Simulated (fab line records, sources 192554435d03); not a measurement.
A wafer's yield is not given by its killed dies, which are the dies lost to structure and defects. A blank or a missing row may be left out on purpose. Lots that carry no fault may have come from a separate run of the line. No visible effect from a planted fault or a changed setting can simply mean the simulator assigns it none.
fab line records | flow n5Finfet
record lots=12 | wafers=34 | lastDay=19
route steps=1938 shown BEOL_M6@1242 BEOL_M7@1263
lots untouched by any fault: they come from a run of this same line in which no faults occurred
startH: hours from the record's first day to the start of the lot's first wafer shown | waitH: hours from the lot's prior step to this one | " repeats the value in the row above | L1.1+2: a single row standing in for several wafers | - no value, or no start was given | * or withheld: withheld | < > ~ a bound
route shown NAME@n: NAME is a module with steps in the file, n the number in the route of the first one | usual: mean and standard deviation over wafers with no fault | same: alike in all rows | chamber/n: place in a boat | sites: each site's reading | _std_site: the standard deviation of these | _edge_site: the outer-site mean with the inner-site mean subtracted | radiusMm: how far each site lies from the wafer's centre | mask NAME#n: copy n | behind: the last tool/chamber to shape the wafer | hold: why the lot was held/for how many hours/how that ended | device: which transistor (n, p or np) failed to switch | end of line: at the end of the route, the tests of the same wafers | for a step that has no rows: nothing shown but its recipe | killed: dies lost to structure and defects at the first sort, not the wafer's yield | map: shows each die of a wafer: x if killed, . if not, _ if none is there
set.NAME: the setting the step ran with; set.NAME@STEP: the setting that earlier step ran with | model.NAME: the simulator's own value behind a step, which no gauge read
steps of the route over a sample of lots; a table a step, a row a wafer
services: a tool's chamber out of use, with start hour (startH, from the record's first day; less than 0 if before it), hours out, and reason
## steps
# step N5_BEOL_M6_OCD_MEAS_38
# usual trenchDepthNm=94.4/1.4
lot.wafer | tool   | chamber | startH | waitH | trenchDepthNm
L311.2    | ocd-02 | -       | 184.31 | -     | 93.9
L311.3    | "      | -       | "      | "     | 93.8
L311.5    | "      | -       | "      | "     | 94.1
L310.4    | ocd-01 | -       | 196.74 | -     | 94.5
L310.5    | "      | -       | "      | "     | 93.2
L310.6    | "      | -       | "      | "     | 93.7
L315.2    | ocd-02 | -       | 232.81 | -     | 93.8
L315.3    | "      | -       | "      | "     | 96.1
L315.6    | "      | -       | "      | "     | 92.2
L318.2    | ocd-01 | -       | 242.71 | -     | 92.8
L318.3    | "      | -       | "      | "     | 95.6
L318.6    | "      | -       | "      | "     | 95.9
L316.3    | ocd-01 | -       | 254.13 | -     | 94.8
L316.5    | "      | -       | "      | "     | 95.3
L316.6    | "      | -       | "      | "     | 95.3
L317.2    | ocd-02 | -       | 254.65 | -     | 94.1
L317.4    | "      | -       | "      | "     | 94.0
L319.2    | ocd-01 | -       | 264.64 | -     | 95.4
L319.4    | "      | -       | "      | "     | 94.7
L327.2    | ocd-02 | -       | 302.73 | -     | 94.6
L327.5    | "      | -       | "      | "     | 94.0
L327.6    | "      | -       | "      | "     | 93.1
L328.1    | ocd-01 | -       | 305.78 | -     | 95.0
L328.3    | "      | -       | "      | "     | 93.4
L328.6    | "      | -       | "      | "     | 93.8
L329.1    | ocd-02 | -       | 321.56 | -     | 94.5
L329.2    | "      | -       | "      | "     | 94.3
L329.3    | "      | -       | "      | "     | 92.9
L332.1    | ocd-01 | -       | 338.05 | -     | 93.7
L332.3    | "      | -       | "      | "     | 95.3
L332.6    | "      | -       | "      | "     | 95.3
L331.4    | ocd-02 | -       | 349.97 | -     | 91.6
L331.5    | "      | -       | "      | "     | 94.2
L331.6    | "      | -       | "      | "     | 92.9
# step N5_BEOL_M6_THK_MEAS_53
# recipe thkMeasGauge=xrf | reads=Cu_of_BEOL_M6_ECD_50
# usual M6_THK=81.5/1.9
lot.wafer | tool         | chamber | startH | waitH | M6_THK[nm]
L311.2    | filmMetro-01 | -       | 188.43 | -     | 80.0
L311.3    | "            | -       | "      | "     | 79.3
L311.5    | "            | -       | "      | "     | 78.7
L310.4    | filmMetro-01 | -       | 200.70 | -     | 83.7
L310.5    | "            | -       | "      | "     | 81.9
L310.6    | "            | -       | "      | "     | 83.6
L315.2    | filmMetro-02 | -       | 235.75 | -     | 82.1
L315.3    | "            | -       | "      | "     | 84.3
L315.6    | "            | -       | "      | "     | 80.2
L318.2    | filmMetro-01 | -       | 249.22 | -     | 78.9
L318.3    | "            | -       | "      | "     | 83.1
L318.6    | "            | -       | "      | "     | 82.6
L316.3    | filmMetro-01 | -       | 257.00 | -     | 83.2
L316.5    | "            | -       | "      | "     | 82.7
L316.6    | "            | -       | "      | "     | 80.7
L317.2    | filmMetro-02 | -       | 258.01 | -     | 81.1
L317.4    | "            | -       | "      | "     | 81.6
L319.2    | filmMetro-01 | -       | 269.42 | -     | 84.6
L319.4    | "            | -       | "      | "     | 84.1
L327.2    | filmMetro-01 | -       | 305.41 | -     | 81.6
L327.5    | "            | -       | "      | "     | 79.4
L327.6    | "            | -       | "      | "     | 77.5
L328.1    | filmMetro-01 | -       | 307.94 | -     | 83.5
L328.3    | "            | -       | "      | "     | 81.3
L328.6    | "            | -       | "      | "     | 82.0
L329.1    | filmMetro-01 | -       | 325.03 | -     | 81.1
L329.2    | "            | -       | "      | "     | 81.2
L329.3    | "            | -       | "      | "     | 81.3
L332.1    | filmMetro-01 | -       | 341.31 | -     | 81.8
L332.3    | "            | -       | "      | "     | 83.9
L332.6    | "            | -       | "      | "     | 83.8
L331.4    | filmMetro-01 | -       | 352.84 | -     | 78.7
L331.5    | "            | -       | "      | "     | 81.0
L331.6    | "            | -       | "      | "     | 79.9
# step N5_BEOL_M6_RS_MEAS_57
# recipe thkMeasGauge=four-point-probe | reads=Cu_of_BEOL_M6_ECD_50+Co_of_BEOL_M6_CVD_78+TaN_of_BEOL_M6_ALD_77
# usual M6_RS=0.285/0.0075
lot.wafer | tool         | chamber | startH | waitH | M6_RS[ohm/sq]
L311.2    | filmMetro-01 | -       | 188.56 | 0.1   | 0.292
L311.3    | "            | -       | "      | "     | 0.295
L311.5    | "            | -       | "      | "     | 0.299
L310.4    | filmMetro-01 | -       | 200.83 | 0.0   | 0.278
L310.5    | "            | -       | "      | "     | 0.285
L310.6    | "            | -       | "      | "     | 0.279
L315.2    | filmMetro-01 | -       | 235.88 | 0.1   | 0.279
L315.3    | "            | -       | "      | "     | 0.273
L315.6    | "            | -       | "      | "     | 0.286
L318.2    | filmMetro-01 | -       | 249.35 | 0.1   | 0.300
L318.3    | "            | -       | "      | "     | 0.282
L318.6    | "            | -       | "      | "     | 0.285
L316.3    | filmMetro-01 | -       | 257.13 | 0.1   | 0.279
L316.5    | "            | -       | "      | "     | 0.282
L316.6    | "            | -       | "      | "     | 0.287
L317.2    | filmMetro-02 | -       | 258.14 | 0.1   | 0.284
L317.4    | "            | -       | "      | "     | 0.283
L319.2    | filmMetro-02 | -       | 269.55 | 0.1   | 0.275
L319.4    | "            | -       | "      | "     | 0.278
L327.2    | filmMetro-01 | -       | 305.54 | 0.1   | 0.288
L327.5    | "            | -       | "      | "     | 0.296
L327.6    | "            | -       | "      | "     | 0.304
L328.1    | filmMetro-01 | -       | 308.07 | 0.1   | 0.276
L328.3    | "            | -       | "      | "     | 0.284
L328.6    | "            | -       | "      | "     | 0.280
L329.1    | filmMetro-01 | -       | 325.19 | 0.1   | 0.288
L329.2    | "            | -       | "      | "     | 0.289
L329.3    | "            | -       | "      | "     | 0.288
L332.1    | filmMetro-02 | -       | 341.44 | 0.1   | 0.287
L332.3    | "            | -       | "      | "     | 0.279
L332.6    | "            | -       | "      | "     | 0.279
L331.4    | filmMetro-01 | -       | 352.97 | 0.0   | 0.301
L331.5    | "            | -       | "      | "     | 0.289
L331.6    | "            | -       | "      | "     | 0.294
# step N5_BEOL_M7_ILD_DEP_00
# recipe material=SiCOH_lowk | targetThkA=1797.5 | tempC=300 | precursor=DEMS/porogen | pressureTorr=5 | rfW=500 | timeS=33.4
# usual heaterPowerW=298/63 | showerheadPlenumPTorr=5.736/0.011 | throttleValvePct=14.2/0.76
lot.wafer | tool     | chamber | startH | waitH | heaterPowerW | showerheadPlenumPTorr | throttleValvePct
L311.2    | pecvd-03 | 2       | 188.62 | 0.0   | 409          | 5.732                 | 13.3
L311.3    | "        | 1       | "      | "     | 294          | 5.734                 | 14.4
L311.5    | "        | 1       | "      | "     | 292          | 5.731                 | 14.3
L310.4    | pecvd-03 | 2       | 200.91 | 0.1   | 419          | 5.743                 | 13.4
L310.5    | "        | 0       | "      | "     | 250          | 5.736                 | 15.4
L310.6    | "        | 1       | "      | "     | 331          | 5.757                 | 14.3
L315.2    | pecvd-01 | 1       | 235.94 | 0.0   | 256          | 5.734                 | 14.0
L315.3    | "        | 0       | "      | "     | 272          | 5.723                 | 13.3
L315.6    | "        | 2       | "      | "     | 205          | 5.736                 | 13.6
L318.2    | pecvd-01 | 0       | 249.41 | 0.0   | 253          | 5.715                 | 13.3
L318.3    | "        | 1       | "      | "     | 235          | 5.747                 | 14.0
L318.6    | "        | 0       | "      | "     | 258          | 5.722                 | 13.1
L316.3    | pecvd-01 | 1       | 257.19 | 0.0   | 242          | 5.739                 | 14.1
L316.5    | "        | 1       | "      | "     | 250          | 5.735                 | 14.1
L316.6    | "        | 0       | "      | "     | 244          | 5.725                 | 13.0
L317.2    | pecvd-01 | 0       | 258.20 | 0.0   | 298          | 5.712                 | 13.1
L317.4    | "        | 0       | "      | "     | 291          | 5.741                 | 13.3
L319.2    | pecvd-01 | 1       | 269.61 | 0.0   | 229          | 5.740                 | 14.3
L319.4    | "        | 2       | "      | "     | 198          | 5.724                 | 13.9
L327.2    | pecvd-04 | 0       | 305.60 | 0.0   | 372          | 5.750                 | 13.9
L327.5    | "        | 2       | "      | "     | 279          | 5.743                 | 13.7
L327.6    | "        | 0       | "      | "     | 376          | 5.751                 | 13.8
L328.1    | pecvd-04 | 0       | 308.13 | 0.0   | 349          | 5.761                 | 13.9
L328.3    | "        | 1       | "      | "     | 295          | 5.753                 | 14.3
L328.6    | "        | 2       | "      | "     | 276          | 5.733                 | 13.6
L329.1    | pecvd-03 | 2       | 325.25 | 0.0   | 378          | 5.742                 | 13.4
L329.2    | "        | 1       | "      | "     | 308          | 5.752                 | 14.3
L329.3    | "        | 0       | "      | "     | 263          | 5.725                 | 15.2
L332.1    | pecvd-03 | 0       | 341.50 | 0.0   | 273          | 5.713                 | 15.6
L332.3    | "        | 1       | "      | "     | 351          | 5.749                 | 14.0
L332.6    | "        | 1       | "      | "     | 346          | 5.748                 | 14.4
L331.4    | pecvd-03 | 1       | 353.05 | 0.1   | 345          | 5.759                 | 14.7
L331.5    | "        | 2       | "      | "     | 452          | 5.744                 | 13.4
L331.6    | "        | 0       | "      | "     | 269          | 5.733                 | 15.6
# step N5_BEOL_M7_THK_MEAS_01
# recipe reads=SiCOH_lowk_of_BEOL_M7_ILD_DEP_00
# usual M7_ILD_THK=155.5/1.9
lot.wafer | tool         | chamber | startH | waitH | M7_ILD_THK[nm]
L311.2    | filmMetro-01 | -       | 189.20 | 0.4   | 154.6
L311.3    | "            | -       | "      | "     | 154.5
L311.5    | "            | -       | "      | "     | 156.2
L310.4    | filmMetro-02 | -       | 201.95 | 0.4   | 156.6
L310.5    | "            | -       | "      | "     | 158.7
L310.6    | "            | -       | "      | "     | 156.5
L315.2    | filmMetro-01 | -       | 236.52 | 0.4   | 154.3
L315.3    | "            | -       | "      | "     | 154.5
L315.6    | "            | -       | "      | "     | 158.0
L318.2    | filmMetro-01 | -       | 250.47 | 0.7   | 154.4
L318.3    | "            | -       | "      | "     | 153.7
L318.6    | "            | -       | "      | "     | 156.8
L316.3    | filmMetro-01 | -       | 257.77 | 0.3   | 155.4
L316.5    | "            | -       | "      | "     | 172.5
L316.6    | "            | -       | "      | "     | 153.5
L317.2    | filmMetro-01 | -       | 258.78 | 0.4   | 171.2
L317.4    | "            | -       | "      | "     | 158.5
L319.2    | filmMetro-01 | -       | 270.19 | 0.4   | 172.2
L319.4    | "            | -       | "      | "     | 155.6
L327.2    | filmMetro-01 | -       | 306.19 | 0.4   | 154.2
L327.5    | "            | -       | "      | "     | 154.9
L327.6    | "            | -       | "      | "     | 155.3
L328.1    | filmMetro-01 | -       | 308.71 | 0.4   | 152.6
L328.3    | "            | -       | "      | "     | 152.7
L328.6    | "            | -       | "      | "     | 156.2
L329.1    | filmMetro-02 | -       | 326.31 | 0.4   | 155.1
L329.2    | "            | -       | "      | "     | 155.1
L329.3    | "            | -       | "      | "     | 155.2
L332.1    | filmMetro-02 | -       | 342.08 | 0.4   | 152.5
L332.3    | "            | -       | "      | "     | 154.3
L332.6    | "            | -       | "      | "     | 156.5
L331.4    | filmMetro-02 | -       | 354.02 | 0.2   | 157.0
L331.5    | "            | -       | "      | "     | 158.5
L331.6    | "            | -       | "      | "     | 157.6
## services
tool     | chamber | startH | hours | kind
pecvd-01 | -       | 168.97 | 1.6   | repair
pecvd-04 | -       | 184.15 | 6.0   | pm
pecvd-03 | 1       | 210.96 | 3.6   | repair
pecvd-03 | -       | 258.24 | 0.9   | repair
pecvd-03 | 2       | 284.98 | 11.5  | repair
pecvd-04 | -       | 288.27 | 0.8   | pm
pecvd-01 | -       | 308.01 | 1.3   | repair
pecvd-04 | 0       | 319.67 | 12.2  | repair
pecvd-01 | -       | 330.68 | 2.8   | pm
## key
firstSign step=N5_BEOL_M7_THK_MEAS_01 | reading=M7_ILD_THK | direction=up | sigmas=8.7 | usual=155.5 | struck=171.9
effect none on later readings
metAt N5_BEOL_M7_ILD_DEP_00
struckLots L316,L317,L319
struckWafers L316.5,L317.2,L319.2
notActingAt N5_BEOL_M6_OCD_MEAS_38,N5_BEOL_M6_THK_MEAS_53,N5_BEOL_M6_RS_MEAS_57
onsetBetween 249.41 257.19
fault kind=processParameterDrift | tool=pecvd-01 | chamber=- | onsetH=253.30 | steps=N5_BEOL_M7_ILD_DEP_00 | channel=targetThkA | offset=* | shape=step | endH=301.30 | scope=struckWafersOnly | actsIn=* | stated=*
